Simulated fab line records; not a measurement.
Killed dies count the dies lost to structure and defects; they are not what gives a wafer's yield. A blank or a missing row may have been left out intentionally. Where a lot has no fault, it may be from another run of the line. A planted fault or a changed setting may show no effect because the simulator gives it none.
fab line records ; flow n5_finfet
record lots=7; wafers=21
route steps=1938 shown BEOL_M11@1562 BEOL_M12@1639 BEOL_M13@1694 BEOL_M14@1742 BEOL_M15@1801
start_h: the number of hours between the record's first day and the start of the first shown wafer of the lot ; wait_h: hours from the lot's prior step to this one ; " the same as in the row above ; L1.1+2: several wafers, shown together as one row ; - value missing, or start not given ; * or withheld: withheld ; < > ~ a bound
route shown NAME@n: NAME is a module with steps in the file, n the number in the route of the first one ; usual: mean and standard deviation over wafers with no fault ; same: alike in all rows ; chamber/n: place in a boat ; sites: per-site readings ; _std_site: standard deviation of those values ; _edge_site: inner sites' mean taken away from outer sites' mean ; radius_mm: for every site, how far away it sits from the centre of the wafer ; mask NAME#n: copy n ; behind: tool/chamber where the wafer was last shaped ; hold: reason for holding the lot/hours on hold/outcome of the hold ; device: names the non-switching transistor (n, p or np) ; end of line: tests of these same wafers at the route's end ; step lacking rows: just its recipe ; killed: dies that structure and defects cost at the first sort, which is not the same as the wafer's yield ; map: a wafer's dies, marking killed ones x, the rest . and places with no die _
set.NAME: the setting as run; set.NAME@STEP: as run at that earlier step ; model.NAME: the simulator's own value behind a step, which no gauge read
lots whose settings were changed on purpose; a table a step, a row a wafer
## steps
# step N5_BEOL_M11_COAT_22
# recipe resist=CAR-ArF; spin_rpm=1500; resist_thk_nm=90
lot.wafer;tool;chamber;start_h;wait_h;set.spin_rpm;model.CAR-ArF_of_BEOL_M11_COAT_22.thk_nm
L074.3+6;litho_track-03;0;-;-;1500;90
L074.4;litho_track-03;0;-;-;1393;93.6
L078.3+4;litho_track-05;0;-;-;1669;85.2
L078.5;litho_track-05;0;-;-;1669;85
L080.1+5;litho_track-04;0;-;-;1500;90
L080.6;litho_track-04;0;-;-;1500;90.4
L083.1+5;litho_track-05;0;-;-;1500;90
L083.4;litho_track-05;0;-;-;1589;87.2
L084.3;litho_track-03;0;-;-;1500;90
L084.4;litho_track-03;0;-;-;1366;94.2
L084.5;litho_track-03;0;-;-;1366;93.8
L093.2;litho_track-03;0;-;-;1658;85.8
L093.4+6;litho_track-03;0;-;-;1500;90.2
L094.2+5;litho_track-05;0;-;-;1581;87.6
L094.6;litho_track-05;0;-;-;1500;90.2
# step N5_BEOL_M11_ETCH_66
# recipe chemistry=N2/H2; target=SOC; target_depth_a=1200; overetch_a=240; mask_material=SiARC; temp_c=40; time_s=180; ion_energy_ev=200; pressure_mtorr=30; source_w=840; bias_w=150; n2_flow_sccm=200; h2_flow_sccm=200
lot.wafer;tool;chamber;start_h;wait_h;set.time_s;model.SiARC_of_BEOL_M11_COAT_64.thk_nm
L074.3;rie_diel-06;1;223.08;0.0;168.4;23.4
L074.4;rie_diel-06;2;223.08;0.0;180;22.8
L074.6;rie_diel-06;1;223.08;0.0;180;23
L078.3;rie_diel-06;0;242.46;0.0;180;22.6
L078.4+5;rie_diel-06;2;242.46;0.0;180;22.8
L080.1+5;rie_diel-04;0;250.49;0.0;180;22.6
L080.6;rie_diel-04;3;250.49;0.0;180;23
L083.1;rie_diel-04;2;278.53;0.0;180;22.6
L083.4;rie_diel-04;0;278.53;0.0;217.1;21
L083.5;rie_diel-04;2;278.53;0.0;217.1;21.2
L084.3;rie_diel-06;2;290.27;0.0;180;22.6
L084.4;rie_diel-06;1;290.27;0.0;180;22.8
L084.5;rie_diel-06;0;290.27;0.0;180;22.4
L093.2;rie_diel-06;3;334.16;0.0;180;23
L093.4;rie_diel-06;3;334.16;0.0;192.9;22.4
L093.6;rie_diel-06;0;334.16;0.0;192.9;22
L094.2;rie_diel-06;0;346.08;0.0;210.4;21.2
L094.5;rie_diel-06;1;346.08;0.0;180;23
L094.6;rie_diel-06;0;346.08;0.0;180;22.6
# step N5_BEOL_M12_TRENCH_ETCH_34
# recipe chemistry=C4F8/O2/Ar; target=SiOC; target_depth_a=3189.5; mask_material=SOC; pressure_mtorr=30; source_w=3000; bias_w=700; Ar_flow_sccm=400; C4F8_flow_sccm=15; O2_flow_sccm=8; he_inner_torr=15; he_outer_torr=30; time_s=125.5; ion_energy_ev=250
lot.wafer;tool;chamber;start_h;wait_h;set.time_s;model.etch.depth_nm
L074.3;rie_diel-01;2;228.80;0.0;125.5;318.5
L074.4;rie_diel-01;0;228.80;0.0;125.5;320.5
L074.6;rie_diel-01;2;228.80;0.0;125.5;318.9
L078.3;rie_diel-03;2;247.27;0.0;144.9;361
L078.4;rie_diel-03;3;247.27;0.0;125.5;324
L078.5;rie_diel-03;1;247.27;0.0;144.9;366
L080.1;rie_diel-01;1;257.10;0.0;125.5;322.8
L080.5;rie_diel-01;1;257.10;0.0;125.5;324.4
L080.6;rie_diel-01;0;257.10;0.0;125.5;320.3
L083.1;rie_diel-01;2;285.17;0.0;125.5;319.2
L083.4;rie_diel-01;1;285.17;0.0;125.5;322.3
L083.5;rie_diel-01;2;285.17;0.0;138.8;351.7
L084.3;rie_diel-03;3;296.63;0.0;105.4;272.1
L084.4;rie_diel-03;1;296.63;0.0;105.4;266.1
L084.5;rie_diel-03;2;296.63;0.0;125.5;312.8
L093.2;rie_diel-01;0;339.05;0.0;125.5;323
L093.4;rie_diel-01;3;339.05;0.0;125.5;318.4
L093.6;rie_diel-01;1;339.05;0.0;125.5;320.6
L094.2;rie_diel-01;3;350.89;0.0;125.5;320.4
L094.5;rie_diel-01;1;350.89;0.0;102.2;261.7
L094.6;rie_diel-01;2;350.89;0.0;102.2;258.4
# step N5_BEOL_M12_STRIP_70
# recipe chemistry=C4F8/O2/Ar; resist=SiARC; rf_frequency_hz=6e+07
# step N5_BEOL_M12_OCD_MEAS_35
# usual trench_depth_nm=319/3.5
lot.wafer;tool;chamber;start_h;wait_h;set.time_s@BEOL_M12_TRENCH_ETCH_34;trench_depth_nm
L074.3;ocd-02;-;228.96;0.0;125.5;318
L074.4;ocd-02;-;228.96;0.0;125.5;321
L074.6;ocd-02;-;228.96;0.0;125.5;319
L078.3;ocd-02;-;247.43;0.0;144.9;361
L078.4;ocd-02;-;247.43;0.0;125.5;324
L078.5;ocd-02;-;247.43;0.0;144.9;366
L080.1;ocd-02;-;257.25;0.0;125.5;323
L080.5;ocd-02;-;257.25;0.0;125.5;325
L080.6;ocd-02;-;257.25;0.0;125.5;320
L083.1;ocd-02;-;285.32;0.0;125.5;320
L083.4;ocd-02;-;285.32;0.0;125.5;323
L083.5;ocd-02;-;285.32;0.0;138.8;352
L084.3;ocd-02;-;296.79;0.0;105.4;272
L084.4;ocd-02;-;296.79;0.0;105.4;267
L084.5;ocd-02;-;296.79;0.0;125.5;313
L093.2;ocd-01;-;339.21;0.0;125.5;322
L093.4;ocd-01;-;339.21;0.0;125.5;319
L093.6;ocd-01;-;339.21;0.0;125.5;321
L094.2;ocd-02;-;351.05;0.0;125.5;320
L094.5;ocd-02;-;351.05;0.0;102.2;262
L094.6;ocd-02;-;351.05;0.0;102.2;258
# step N5_BEOL_M12_SPUTTER_45
# recipe material=Cu; target_thk_a=800; temp_c=-20; bias_v=60; power_w=26000; chamber_pressure_pa=0.13; time_s=13.33
lot.wafer;tool;chamber;start_h;wait_h;set.time_s
L074.3+4+6;pvd_sputter-03;-;231.37;0.0;13.33
L078.3;pvd_sputter-03;-;247.98;0.0;14.55
L078.4+5;pvd_sputter-03;-;247.98;0.0;13.33
L080.1+5+6;pvd_sputter-01;-;258.66;0.0;13.33
L083.1+4+5;pvd_sputter-03;-;288.25;0.0;13.33
L084.3+5;pvd_sputter-01;-;298.15;0.0;12.28
L084.4;pvd_sputter-01;-;298.15;0.0;13.33
L093.2+4;pvd_sputter-01;-;341.12;0.0;12.23
L093.6;pvd_sputter-01;-;341.12;0.0;13.33
L094.2+5+6;pvd_sputter-02;-;352.43;0.0;13.33
# step N5_BEOL_M12_ECD_47
# recipe material=Cu; target_thk_a=7200
# step N5_BEOL_M12_ANNEAL_48
# recipe temp_c=225; time_s=90; ambient=N2
# step N5_BEOL_M12_CMP_49
# recipe stop_on=SiOC; t_overpolish_s=20.6; down_force_psi=1; platen_rpm=50; clearing_platen_down_force_psi=1.5; clearing_platen_rpm=50; post_cmp_clean=cu_alkaline; target_thk_nm=320; clearing_platen_pad_velocity_m_s=0.99484; pad_velocity_m_s=0.99484
lot.wafer;tool;chamber;start_h;wait_h;set.time_s@BEOL_M12_TRENCH_ETCH_34;model.Cu_of_BEOL_M12_ECD_47.thk_nm
L074.4;cmp-02;2;231.94;0.1;125.5;319.6
L074.3;cmp-02;3;231.94;0.1;125.5;317.8
L074.6;cmp-02;3;231.94;0.1;125.5;317.6
L078.3;cmp-02;1;248.58;0.2;144.9;-
L078.4;cmp-02;2;248.58;0.2;125.5;324
L078.5;cmp-02;0;248.58;0.2;144.9;366.6
L080.1;cmp-04;0;259.44;0.4;125.5;323.8
L080.6;cmp-04;1;259.44;0.4;125.5;319.4
L080.5;cmp-04;2;259.44;0.4;125.5;325.8
L083.4;cmp-01;3;288.90;0.2;125.5;320.8
L083.1;cmp-01;0;288.90;0.2;125.5;317.8
L083.5;cmp-01;2;288.90;0.2;138.8;349.2
L084.4;cmp-02;0;298.84;0.2;105.4;269
L084.3;cmp-02;2;298.84;0.2;105.4;-
L084.5;cmp-02;0;298.84;0.2;125.5;-
L093.4+2;cmp-02;0,1;341.67;0.1;125.5;-
L093.6;cmp-02;0;341.67;0.1;125.5;321.6
L094.2;cmp-01;0;353.52;0.3;125.5;321
L094.5;cmp-01;2;353.52;0.3;102.2;263
L094.6;cmp-01;3;353.52;0.3;102.2;260
# step N5_BEOL_M12_PRE_CLEAN_52
# recipe gas=NH3; time_s=15; temp_c=withheld; rf_power_w=300
# step N5_BEOL_M12_DEP_53
# recipe material=SiCN; target_thk_a=300; temp_c=withheld; precursor=3MS/NH3; pressure_torr=3; rf_w=675; time_s=10.5
# step N5_BEOL_M12_RS_MEAS_54
# recipe thk_meas_gauge=four-point-probe; reads=Cu_of_BEOL_M12_ECD_47+Ta_of_BEOL_M12_SPUTTER_44+TaN_of_BEOL_M12_SPUTTER_43
# usual M12_RS=0.0599/0.00071
lot.wafer;tool;chamber;start_h;wait_h;set.time_s@BEOL_M12_TRENCH_ETCH_34;M12_RS[ohm/sq]
L074.3;film_metro-01;-;232.36;0.0;125.5;0.0603
L074.4;film_metro-01;-;232.36;0.0;125.5;0.0601
L074.6;film_metro-01;-;232.36;0.0;125.5;0.0606
L078.3;film_metro-01;-;248.99;0.0;144.9;0.0527
L078.4;film_metro-01;-;248.99;0.0;125.5;0.0593
L078.5;film_metro-01;-;248.99;0.0;144.9;0.0521
L080.1;film_metro-02;-;259.74;0.0;125.5;0.0593
L080.5;film_metro-02;-;259.74;0.0;125.5;0.0589
L080.6;film_metro-02;-;259.74;0.0;125.5;0.0601
L083.1;film_metro-01;-;289.24;0.0;125.5;0.0604
L083.4;film_metro-01;-;289.24;0.0;125.5;0.0598
L083.5;film_metro-01;-;289.24;0.0;138.8;0.0548
L084.3;film_metro-01;-;299.22;0.0;105.4;0.0705
L084.4;film_metro-01;-;299.22;0.0;105.4;0.0719
L084.5;film_metro-01;-;299.22;0.0;125.5;0.0611
L093.2;film_metro-02;-;342.10;0.0;125.5;0.0589
L093.4;film_metro-02;-;342.10;0.0;125.5;0.0599
L093.6;film_metro-02;-;342.10;0.0;125.5;0.0597
L094.2;film_metro-01;-;353.87;0.0;125.5;0.0599
L094.5;film_metro-01;-;353.87;0.0;102.2;0.0737
L094.6;film_metro-01;-;353.87;0.0;102.2;0.0747
# step N5_BEOL_M13_ETCH_68
# recipe chemistry=N2/H2; target=SOC; mask_material=SiARC; source_w=3000; bias_w=350; temp_c=40; time_s=355; ion_energy_ev=200; pressure_mtorr=30; n2_flow_sccm=200; h2_flow_sccm=200
lot.wafer;tool;chamber;start_h;wait_h;set.time_s;model.SiARC_of_BEOL_M13_COAT_66.thk_nm
L074.3;rie_diel-06;0;234.35;0.1;412.5;71.2
L074.4;rie_diel-06;2;234.35;0.1;355;77.4
L074.6;rie_diel-06;0;234.35;0.1;355;76.6
L078.3;rie_diel-05;3;250.98;0.1;399.6;73
L078.4;rie_diel-05;1;250.98;0.1;355;77.2
L078.5;rie_diel-05;3;250.98;0.1;355;77.6
L080.1;rie_diel-05;1;261.70;0.1;355;76.6
L080.5+6;rie_diel-05;1,2;261.70;0.1;355;77
L083.1;rie_diel-05;1;292.52;0.1;322.1;80.6
L083.4;rie_diel-05;2;292.52;0.1;322.1;80.2
L083.5;rie_diel-05;0;292.52;0.1;355;78.2
L084.3;rie_diel-06;2;301.26;0.1;388;74.8
L084.4;rie_diel-06;3;301.26;0.1;388;74.6
L084.5;rie_diel-06;3;301.26;0.1;355;77.4
L093.2;rie_diel-06;3;343.95;0.1;303.4;82.2
L093.4+6;rie_diel-06;1,3;343.95;0.1;355;77.8
L094.2+5;rie_diel-06;3;355.83;0.1;355;77.4
L094.6;rie_diel-06;0;355.83;0.1;308.2;81.6
# step N5_BEOL_M14_EXPOSE_25
# recipe mask_id=M14; na=0.8; source_shape=annular; sigma_inner=0.5; sigma_outer=0.8; polarization=unpolarized; target_cd_nm=280; dose_mj=26.6
lot.wafer;tool;chamber;start_h;wait_h;mask;set.dose_mj
L074.3+6;krf_scanner-02;0;240.21;-;M14#0;27.73
L074.4;krf_scanner-02;0;240.21;-;M14#0;26.6
L078.3+4+5;krf_scanner-02;0;254.56;-;M14#0;25
L080.1+5+6;krf_scanner-01;0;266.33;-;M14#0;26.6
L083.1;krf_scanner-01;0;296.51;-;M14#0;26.6
L083.4+5;krf_scanner-01;0;296.51;-;M14#0;28.05
L084.3+4+5;krf_scanner-02;0;307.08;-;M14#0;26.6
L093.2;krf_scanner-01;0;348.07;-;M14#0;26.6
L093.4+6;krf_scanner-01;0;348.07;-;M14#0;28.35
L094.2+6;krf_scanner-02;0;364.45;-;M14#0;26.6
L094.5;krf_scanner-02;0;364.45;-;M14#0;27.97
# step N5_BEOL_M14_PEB_26
# recipe peb_temp_c=130; peb_time_s=90
# step N5_BEOL_M14_DEVELOP_27
# recipe develop_time_s=45; rinse_liquid=diw; dry=air_spin; dev_temp_c=21
# step N5_BEOL_M14_HARDBAKE_32
# recipe temp_c=130; time_s=120
# step N5_BEOL_M14_CD_MEAS_28
# recipe target_cd_nm=284.4; landing_energy_ev=500; detector=se_inlens
# usual cd_nm=283.9/1.2
lot.wafer;tool;chamber;start_h;wait_h;set.dose_mj@BEOL_M14_EXPOSE_25;cd_nm
L074.3;cd_sem-01;0;240.37;-;27.73;290.4
L074.4;cd_sem-01;0;240.37;-;26.6;284.1
L074.6;cd_sem-01;0;240.37;-;27.73;291.6
L078.3;cd_sem-03;0;254.73;-;25;273.5
L078.4;cd_sem-03;0;254.73;-;25;273.7
L078.5;cd_sem-03;0;254.73;-;25;274.2
L080.1;cd_sem-02;0;266.51;-;26.6;285.6
L080.5;cd_sem-02;0;266.51;-;26.6;285.5
L080.6;cd_sem-02;0;266.51;-;26.6;284.0
L083.1;cd_sem-02;0;296.68;-;26.6;283.9
L083.4;cd_sem-02;0;296.68;-;28.05;292.7
L083.5;cd_sem-02;0;296.68;-;28.05;291.1
L084.3;cd_sem-02;0;307.24;-;26.6;282.7
L084.4;cd_sem-02;0;307.24;-;26.6;282.5
L084.5;cd_sem-02;0;307.24;-;26.6;283.6
L093.2;cd_sem-01;0;348.23;-;26.6;286.0
L093.4;cd_sem-01;0;348.23;-;28.35;296.4
L093.6;cd_sem-01;0;348.23;-;28.35;294.1
L094.2;cd_sem-01;0;364.62;-;26.6;283.1
L094.5;cd_sem-01;0;364.62;-;27.97;291.8
L094.6;cd_sem-01;0;364.62;-;26.6;282.8
# step N5_BEOL_M14_DESCUM_33
# recipe chemistry=O2; time_s=7.9; source_power_w=50; bias_power_w=20; pressure_mtorr=20; rf_frequency_hz=2.712e+07; temp_c=40; o2_flow_sccm=225
lot.wafer;tool;chamber;start_h;wait_h;set.dose_mj@BEOL_M14_EXPOSE_25;model.BEOL_M14.cd_nm
L074.3;rie_diel-03;2;240.46;0.0;27.73;290.8
L074.4;rie_diel-03;1;240.46;0.0;26.6;284.2
L074.6;rie_diel-03;1;240.46;0.0;27.73;291.6
L078.3;rie_diel-03;1;254.86;0.1;25;273.6
L078.4;rie_diel-03;3;254.86;0.1;25;273.4
L078.5;rie_diel-03;1;254.86;0.1;25;274
L080.1;rie_diel-03;1;266.84;0.3;26.6;285.6
L080.5;rie_diel-03;1;266.84;0.3;26.6;285.4
L080.6;rie_diel-03;2;266.84;0.3;26.6;284
L083.1;rie_diel-02;2;296.77;0.0;26.6;284.4
L083.4;rie_diel-02;1;296.77;0.0;28.05;292.8
L083.5;rie_diel-02;3;296.77;0.0;28.05;291.4
L084.3;rie_diel-02;2;307.32;0.0;26.6;282.6
L084.4;rie_diel-02;1;307.32;0.0;26.6;282.4
L084.5;rie_diel-02;0;307.32;0.0;26.6;283.8
L093.2;rie_diel-02;3;348.32;0.0;26.6;286.2
L093.4;rie_diel-02;2;348.32;0.0;28.35;296.4
L093.6;rie_diel-02;3;348.32;0.0;28.35;293.6
L094.2;rie_diel-02;1;364.93;0.3;26.6;283.2
L094.5;rie_diel-02;0;364.93;0.3;27.97;291.8
L094.6;rie_diel-02;3;364.93;0.3;26.6;283
# step N5_BEOL_M14_ETCH_68
# recipe chemistry=N2/H2; target=SOC; mask_material=SiARC; source_w=3000; bias_w=350; temp_c=40; time_s=450; ion_energy_ev=200; pressure_mtorr=30; n2_flow_sccm=200; h2_flow_sccm=200
lot.wafer;tool;chamber;start_h;wait_h;set.time_s;model.SiARC_of_BEOL_M14_COAT_66.thk_nm
L074.3;rie_diel-03;2;240.64;0.1;450;65.4
L074.4;rie_diel-03;1;240.64;0.1;450;64.6
L074.6;rie_diel-03;1;240.64;0.1;508.3;59.4
L078.3;rie_diel-03;1;255.04;0.1;450;65.4
L078.4;rie_diel-03;3;255.04;0.1;450;64
L078.5;rie_diel-03;1;255.04;0.1;370;73
L080.1+5+6;rie_diel-03;1,1,2;267.02;0.1;450;65
L083.1+4;rie_diel-02;2,1;296.95;0.1;450;65.2
L083.5;rie_diel-02;3;296.95;0.1;450;65
L084.3+5;rie_diel-02;2,0;307.51;0.1;421.6;68.4
L084.4;rie_diel-02;1;307.51;0.1;450;65
L093.2;rie_diel-02;3;348.50;0.1;450;65.8
L093.4;rie_diel-02;2;348.50;0.1;377.5;72.6
L093.6;rie_diel-02;3;348.50;0.1;450;66
L094.2;rie_diel-02;1;365.12;0.1;477.8;62
L094.5;rie_diel-02;0;365.12;0.1;477.8;62.4
L094.6;rie_diel-02;3;365.12;0.1;450;64.8
# step N5_BEOL_M15_PEB_26
# recipe peb_temp_c=130; peb_time_s=90
lot.wafer;tool;chamber;start_h;wait_h;set.peb_temp_c
L074.3+4;litho_track-02;0;247.12;0.0;130
L074.6;litho_track-02;0;247.12;0.0;126.5
L078.3+4+5;litho_track-03;0;261.95;0.0;130
L080.1+5+6;litho_track-01;0;272.69;0.1;130
L083.1+4+5;litho_track-02;0;302.42;0.1;130
L084.3;litho_track-03;0;312.68;0.0;130
L084.4+5;litho_track-03;0;312.68;0.0;126.8
L093.2+4+6;litho_track-02;0;352.95;0.0;130
L094.2+5+6;litho_track-02;0;371.13;0.0;130
# step N5_BEOL_M15_DEVELOP_27
# recipe develop_time_s=45; rinse_liquid=diw; dry=air_spin; dev_temp_c=21
# step N5_BEOL_M15_HARDBAKE_32
# recipe temp_c=130; time_s=120
# step N5_BEOL_M15_CD_MEAS_28
# recipe target_cd_nm=407.6; landing_energy_ev=500; detector=se_inlens
# usual cd_nm=407.3/1.5
lot.wafer;tool;chamber;start_h;wait_h;set.peb_temp_c@BEOL_M15_PEB_26;cd_nm
L074.3;cd_sem-02;0;247.23;-;130;409.3
L074.4;cd_sem-02;0;247.23;-;130;407.5
L074.6;cd_sem-02;0;247.23;-;126.5;389.8
L078.3;cd_sem-03;0;262.07;-;130;409.6
L078.4;cd_sem-03;0;262.07;-;130;408.0
L078.5;cd_sem-03;0;262.07;-;130;408.5
L080.1;cd_sem-03;0;272.81;-;130;408.8
L080.5;cd_sem-03;0;272.81;-;130;408.2
L080.6;cd_sem-03;0;272.81;-;130;408.1
L083.1;cd_sem-03;0;302.53;-;130;411.3
L083.4;cd_sem-03;0;302.53;-;130;409.7
L083.5;cd_sem-03;0;302.53;-;130;408.6
L084.3;cd_sem-03;0;312.80;-;130;405.6
L084.4;cd_sem-03;0;312.80;-;126.8;390.4
L084.5;cd_sem-03;0;312.80;-;126.8;389.9
L093.2;cd_sem-02;0;353.07;-;130;408.5
L093.4;cd_sem-02;0;353.07;-;130;405.6
L093.6;cd_sem-02;0;353.07;-;130;406.9
L094.2;cd_sem-03;0;371.24;-;130;407.8
L094.5;cd_sem-03;0;371.24;-;130;407.4
L094.6;cd_sem-03;0;371.24;-;130;410.5
# step N5_BEOL_M15_DESCUM_33
# recipe chemistry=O2; time_s=7.9; source_power_w=50; bias_power_w=20; pressure_mtorr=20; rf_frequency_hz=2.712e+07; temp_c=40; o2_flow_sccm=225
lot.wafer;tool;chamber;start_h;wait_h;set.peb_temp_c@BEOL_M15_PEB_26;model.BEOL_M15.cd_nm
L074.3;rie_diel-04;2;247.32;0.0;130;409.4
L074.4;rie_diel-04;0;247.32;0.0;130;407.2
L074.6;rie_diel-04;2;247.32;0.0;126.5;389.8
L078.3;rie_diel-04;2;262.58;0.5;130;409.4
L078.4;rie_diel-04;3;262.58;0.5;130;408
L078.5;rie_diel-04;0;262.58;0.5;130;408.6
L080.1;rie_diel-04;1;273.16;0.0;130;-
L080.5+6;rie_diel-04;0,3;273.16;0.0;130;408.2
L083.1;rie_diel-04;1;302.62;0.0;130;411.2
L083.4;rie_diel-04;0;302.62;0.0;130;409.6
L083.5;rie_diel-04;3;302.62;0.0;130;408.6
L084.3;rie_diel-06;0;312.89;0.0;130;405.4
L084.4;rie_diel-06;2;312.89;0.0;126.8;390.6
L084.5;rie_diel-06;1;312.89;0.0;126.8;390
L093.2;rie_diel-04;0;353.28;0.2;130;408.6
L093.4;rie_diel-04;3;353.28;0.2;130;405.6
L093.6;rie_diel-04;2;353.28;0.2;130;407
L094.2;rie_diel-04;0;371.33;0.0;130;407.8
L094.5;rie_diel-04;2;371.33;0.0;130;407.4
L094.6;rie_diel-04;3;371.33;0.0;130;410.4
# step N5_BEOL_M15_ETCH_61
# recipe chemistry=N2/H2; target=BARC; target_depth_a=890; overetch_a=267; time_s=67.9; ion_energy_ev=200; pressure_mtorr=30; source_w=840; bias_w=150; n2_flow_sccm=200; h2_flow_sccm=200
# usual rf_vpp_V=522.9/2.3
lot.wafer;tool;chamber;start_h;wait_h;set.bias_w;set.peb_temp_c@BEOL_M15_PEB_26;rf_vpp_V;model.BEOL_M15.cd_nm
L074.3;rie_diel-04;2;247.35;0.0;150;130;521.7;401.2
L074.4;rie_diel-04;0;247.35;0.0;150;130;521.0;399.2
L074.6;rie_diel-04;2;247.35;0.0;150;126.5;521.8;381.6
L078.3;rie_diel-04;2;262.61;0.0;172.3;130;568.4;400.8
L078.4;rie_diel-04;3;262.61;0.0;150;130;523.3;401
L078.5;rie_diel-04;0;262.61;0.0;172.3;130;569.3;400.8
L080.1;rie_diel-04;1;273.20;0.0;150;130;524.1;401.4
L080.5;rie_diel-04;0;273.20;0.0;150;130;521.7;400.6
L080.6;rie_diel-04;3;273.20;0.0;150;130;524.4;401.4
L083.1;rie_diel-04;1;302.66;0.0;129;130;478.5;403.6
L083.4;rie_diel-04;0;302.66;0.0;150;130;521.4;401.6
L083.5;rie_diel-04;3;302.66;0.0;129;130;476.7;400.8
L084.3;rie_diel-06;0;312.92;0.0;170.1;130;569.3;397.8
L084.4;rie_diel-06;2;312.92;0.0;170.1;126.8;568.7;382
L084.5;rie_diel-06;1;312.92;0.0;170.1;126.8;562.3;382.4
L093.2;rie_diel-04;0;353.31;0.0;142.4;130;503.9;400.4
L093.4;rie_diel-04;3;353.31;0.0;150;130;522.5;399
L093.6;rie_diel-04;2;353.31;0.0;142.4;130;505.8;398.6
L094.2;rie_diel-04;0;371.36;0.0;150;130;520.6;400.6
L094.5;rie_diel-04;2;371.36;0.0;138.5;130;495.9;400.2
L094.6;rie_diel-04;3;371.36;0.0;138.5;130;497.6;403.8
## key
split step=N5_BEOL_M11_COAT_22; setting=spin_rpm; stated=1500; by=wafer
response step=N5_BEOL_M11_COAT_22; reading=model.CAR-ArF_of_BEOL_M11_COAT_22.thk_nm; change=-0.452; per=1%; r=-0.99
split step=N5_BEOL_M11_ETCH_66; setting=time_s; stated=180; by=wafer
response step=N5_BEOL_M11_ETCH_66; reading=model.SiARC_of_BEOL_M11_COAT_64.thk_nm; change=-0.0833; per=1%; r=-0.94
split step=N5_BEOL_M12_TRENCH_ETCH_34; setting=time_s; stated=125.5; by=wafer
response step=N5_BEOL_M12_TRENCH_ETCH_34; reading=model.etch.depth_nm; change=+2.9; per=1%; r=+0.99
response step=N5_BEOL_M12_OCD_MEAS_35; reading=trench_depth_nm; change=+2.9; per=1%; r=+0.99
response step=N5_BEOL_M12_CMP_49; reading=model.Cu_of_BEOL_M12_ECD_47.thk_nm; change=+3.01; per=1%; r=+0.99
response step=N5_BEOL_M12_RS_MEAS_54; reading=M12_RS; change=-0.00062; per=1%; r=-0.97
split step=N5_BEOL_M12_SPUTTER_45; setting=time_s; stated=13.33; by=wafer
response none clear
split step=N5_BEOL_M13_ETCH_68; setting=time_s; stated=355; by=wafer
response step=N5_BEOL_M13_ETCH_68; reading=model.SiARC_of_BEOL_M13_COAT_66.thk_nm; change=-0.321; per=1%; r=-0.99
split step=N5_BEOL_M14_EXPOSE_25; setting=dose_mj; stated=26.6; by=wafer
response step=N5_BEOL_M14_CD_MEAS_28; reading=cd_nm; change=+1.52; per=1%; r=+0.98
response step=N5_BEOL_M14_DESCUM_33; reading=model.BEOL_M14.cd_nm; change=+1.48; per=1%; r=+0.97
split step=N5_BEOL_M14_ETCH_68; setting=time_s; stated=450; by=wafer
response step=N5_BEOL_M14_ETCH_68; reading=model.SiARC_of_BEOL_M14_COAT_66.thk_nm; change=-0.445; per=1%; r=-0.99
split step=N5_BEOL_M15_PEB_26; setting=peb_temp_c; stated=130; by=wafer
response step=N5_BEOL_M15_CD_MEAS_28; reading=cd_nm; change=+6.6; per=1%; r=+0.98
response step=N5_BEOL_M15_DESCUM_33; reading=model.BEOL_M15.cd_nm; change=+6.54; per=1%; r=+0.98
response step=N5_BEOL_M15_ETCH_61; reading=model.BEOL_M15.cd_nm; change=+6.65; per=1%; r=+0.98
split step=N5_BEOL_M15_ETCH_61; setting=bias_w; stated=150; by=wafer
response step=N5_BEOL_M15_ETCH_61; reading=rf_vpp_V; change=+3.12; per=1%; r=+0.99
